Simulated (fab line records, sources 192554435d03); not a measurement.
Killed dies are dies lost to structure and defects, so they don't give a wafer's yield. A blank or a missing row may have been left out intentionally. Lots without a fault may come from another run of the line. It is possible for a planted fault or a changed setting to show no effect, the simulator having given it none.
Split-lot experiment + flow n5_finfet + on a route of 1938 steps: 7 lots, 39 wafers read

## THE SPLIT
At N5_SD_EPI_P_EPI_21 (deposits SiGe:B, time 355 s), the setting epi_growth_time_s was moved away from the recipe's 355 s on 15 of the 39 wafers read, by -57.8% to +57.9%. This setting was run at the recipe's value on the other wafers.

The reading is taken at the split's own step.

## THE READING
SiGe-B_of_SD_EPI_P_EPI_21.thk_nm (the simulator's own value, which no gauge read), in nm, at N5_SD_EPI_P_EPI_21 (deposits SiGe:B, time 355 s). No usual value for it is given in the file. Average 61.4 nm, standard deviation 0.63 nm, over the 24 wafers here run with the recipe.

| wafer  | tool, chamber at the split | epi_growth_time_s as run, s | against the recipe | SiGe-B_of_SD_EPI_P_EPI_21.thk_nm, nm | against lot-mates on the recipe |
|--------|----------------------------|-----------------------------|--------------------|--------------------------------------|---------------------------------|
| L075.1 | epi_rpcvd-03, 0            | 355                         | recipe             | 61.4                                 | -                               |
| L075.2 | epi_rpcvd-03, 0            | 355                         | recipe             | 60.4                                 | -                               |
| L075.3 | epi_rpcvd-03, 0            | 300.3                       | -15.4%             | 54.2                                 | -6.8                            |
| L075.4 | epi_rpcvd-03, 0            | 300.3                       | -15.4%             | 54.4                                 | -6.6                            |
| L075.6 | epi_rpcvd-03, 0            | 300.3                       | -15.4%             | 54.4                                 | -6.6                            |
| L075.5 | epi_rpcvd-03, 0            | 355                         | recipe             | 61.2                                 | -                               |
| L077.1 | epi_rpcvd-01, 0            | 355                         | recipe             | 61                                   | -                               |
| L077.2 | epi_rpcvd-01, 0            | 355                         | recipe             | 61.2                                 | -                               |
| L077.4 | epi_rpcvd-01, 0            | 355                         | recipe             | 61.2                                 | -                               |
| L077.3 | epi_rpcvd-01, 0            | 492.2                       | +38.6%             | 76.8                                 | +15.7                           |
| L077.5 | epi_rpcvd-01, 0            | 492.2                       | +38.6%             | 76.2                                 | +15.1                           |
| L077.6 | epi_rpcvd-01, 0            | 492.2                       | +38.6%             | 77                                   | +15.9                           |
| L089.1 | epi_rpcvd-03, 0            | 355                         | recipe             | 61                                   | -                               |
| L089.6 | epi_rpcvd-03, 0            | 355                         | recipe             | 61                                   | -                               |
| L089.2 | epi_rpcvd-03, 0            | 355                         | recipe             | 59.8                                 | -                               |
| L089.3 | epi_rpcvd-03, 0            | 149.7                       | -57.8%             | 27.6                                 | -33.0                           |
| L089.4 | epi_rpcvd-03, 0            | 149.7                       | -57.8%             | 27.6                                 | -33.0                           |
| L089.5 | epi_rpcvd-03, 0            | 149.7                       | -57.8%             | 27.6                                 | -33.0                           |
| L090.1 | epi_rpcvd-04, 0            | 213.7                       | -39.8%             | 39.6                                 | -21.4                           |
| L090.6 | epi_rpcvd-04, 0            | 213.7                       | -39.8%             | 39.6                                 | -21.4                           |
| L090.2 | epi_rpcvd-04, 0            | 355                         | recipe             | 61.2                                 | -                               |
| L090.3 | epi_rpcvd-04, 0            | 355                         | recipe             | 61.2                                 | -                               |
| L090.4 | epi_rpcvd-04, 0            | 355                         | recipe             | 60.6                                 | -                               |
| L090.5 | epi_rpcvd-04, 0            | 213.7                       | -39.8%             | 40                                   | -21.0                           |
| L096.1 | epi_rpcvd-03, 0            | 560.5                       | +57.9%             | 84.8                                 | +22.5                           |
| L096.5 | epi_rpcvd-03, 0            | 560.5                       | +57.9%             | 84.8                                 | +22.5                           |
| L096.2 | epi_rpcvd-03, 0            | 355                         | recipe             | 62.2                                 | -                               |
| L096.3 | epi_rpcvd-03, 0            | 355                         | recipe             | 61.8                                 | -                               |
| L096.4 | epi_rpcvd-03, 0            | 560.5                       | +57.9%             | 83.6                                 | +21.3                           |
| L096.6 | epi_rpcvd-03, 0            | 355                         | recipe             | 62.8                                 | -                               |
| L095.1 | epi_rpcvd-01, 0            | 355                         | recipe             | 61.8                                 | -                               |
| L095.3 | epi_rpcvd-01, 0            | 355                         | recipe             | 61.8                                 | -                               |
| L095.2 | epi_rpcvd-01, 0            | 355                         | recipe             | 62.4                                 | -                               |
| L095.4 | epi_rpcvd-01, 0            | 355                         | recipe             | 61.4                                 | -                               |
| L095.5 | epi_rpcvd-01, 0            | 355                         | recipe             | 61.6                                 | -                               |
| L095.6 | epi_rpcvd-01, 0            | 355                         | recipe             | 61.6                                 | -                               |
| L097.3 | epi_rpcvd-03, 0            | 355                         | recipe             | 61                                   | -                               |
| L097.4 | epi_rpcvd-03, 0            | 355                         | recipe             | 61.6                                 | -                               |
| L097.5 | epi_rpcvd-03, 0            | 355                         | recipe             | 61.8                                 | -                               |

FIT RESULTS
A straight line over all 39 wafers: SiGe-B_of_SD_EPI_P_EPI_21.thk_nm changes by +0.482 nm for each +1% of epi_growth_time_s; r = +0.99; the points scatter about the line by 2.2 nm.
The same after taking each lot's own level away (the mean of its wafers on the recipe; 39 wafers): +0.471 nm for each +1%; r = +0.99; scatter 2.1 nm.
According to that fit, moving epi_growth_time_s by its largest amount changes the reading by 27 nm.
Across the lots, their own levels run from 60.60 to 62.27 nm, a range of 2.7 times the standard deviation given above.
The two slopes agree, so the slope changes little with the lot-to-lot level.
Check: for one of the wafers moved furthest among these (+57.9%), held out of the fit, the line's prediction against its lot-mates is +26.7 nm. It came out at +22.5 nm against them.

## THE WHOLE CHAIN: every reading that the file lists as answering this split, in the file's order
| step                    | what it does                | reading                                                                           | change (the file's fit)               | r (the file's) |
|-------------------------|-----------------------------|-----------------------------------------------------------------------------------|---------------------------------------|----------------|
| N5_SD_EPI_P_EPI_21      | deposits SiGe:B, time 355 s | SiGe-B_of_SD_EPI_P_EPI_21.thk_nm (the simulator's own value, which no gauge read) | +0.473 nm for each +1% of the setting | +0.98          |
| N5_SD_EPI_P_EPI_MEAS_23 |                             | thk_nm                                                                            | withheld for each +1% of the setting  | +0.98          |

## THE FILE'S OWN FIT
SiGe-B_of_SD_EPI_P_EPI_21.thk_nm changes by +0.473 nm for each +1% of epi_growth_time_s, r = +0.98.
